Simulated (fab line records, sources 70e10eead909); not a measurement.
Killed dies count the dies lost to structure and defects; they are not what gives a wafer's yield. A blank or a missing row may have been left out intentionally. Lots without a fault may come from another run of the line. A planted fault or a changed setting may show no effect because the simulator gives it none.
Chamber matching || flow nand_harc || 3 sister chambers for NHARC_P_M0_DEP_32 on pecvd-02
The step deposits SiCN, target thk 30 nm. 3 wafers are shown with their chamber, then 7 later ones without.

## WAFERS, EACH WITH ITS CHAMBER
{"wafer": "L708.4", "chamber": 2, "heater_power_w (W)": 510}
{"wafer": "L716.1", "chamber": 0, "heater_power_w (W)": 480}
{"wafer": "L716.4", "chamber": 1, "heater_power_w (W)": 568}

## WAFERS WITHOUT THEIR CHAMBER
{"wafer": "L716.5", "heater_power_w (W)": 508}
{"wafer": "L718.1", "heater_power_w (W)": 453}
{"wafer": "L718.4", "heater_power_w (W)": 490}
{"wafer": "L718.5", "heater_power_w (W)": 589}
{"wafer": "L721.1", "heater_power_w (W)": 489}
{"wafer": "L721.5", "heater_power_w (W)": 478}
{"wafer": "L721.6", "heater_power_w (W)": 592}

## WHICH CHAMBER EACH ONE RAN IN
{"wafer": "L716.5", "from the rows above": "can't be placed: 2 or 0", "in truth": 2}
{"wafer": "L718.1", "from the rows above": "can't be placed: 0 or 2", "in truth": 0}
{"wafer": "L718.4", "from the rows above": "can't be placed: 0 or 2", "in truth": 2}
{"wafer": "L718.5", "from the rows above": 1, "in truth": 1}
{"wafer": "L721.1", "from the rows above": "can't be placed: 0 or 2", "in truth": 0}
{"wafer": "L721.5", "from the rows above": "can't be placed: 0 or 2", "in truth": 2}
{"wafer": "L721.6", "from the rows above": 1, "in truth": 1}
Correct placement for 2 of the 7. Unplaceable from these rows: 5, with the true chamber sitting among the candidates in 5. Wrongly placed: 0.
How it was worked out, from the rows above alone: a wafer's distance from a chamber is the root of the sum, over the readings, of the square of ((its reading less the chamber's mean) divided by the reading's scatter). If the next closest chamber is less than 2 further off than the closest, the wafer can't be placed; otherwise it belongs to the closest. The mean given for a chamber averages the wafers shown for that chamber. The scatter: root of mean squared gap, hidden wafer to nearest shown wafer, with one shown wafer a chamber.
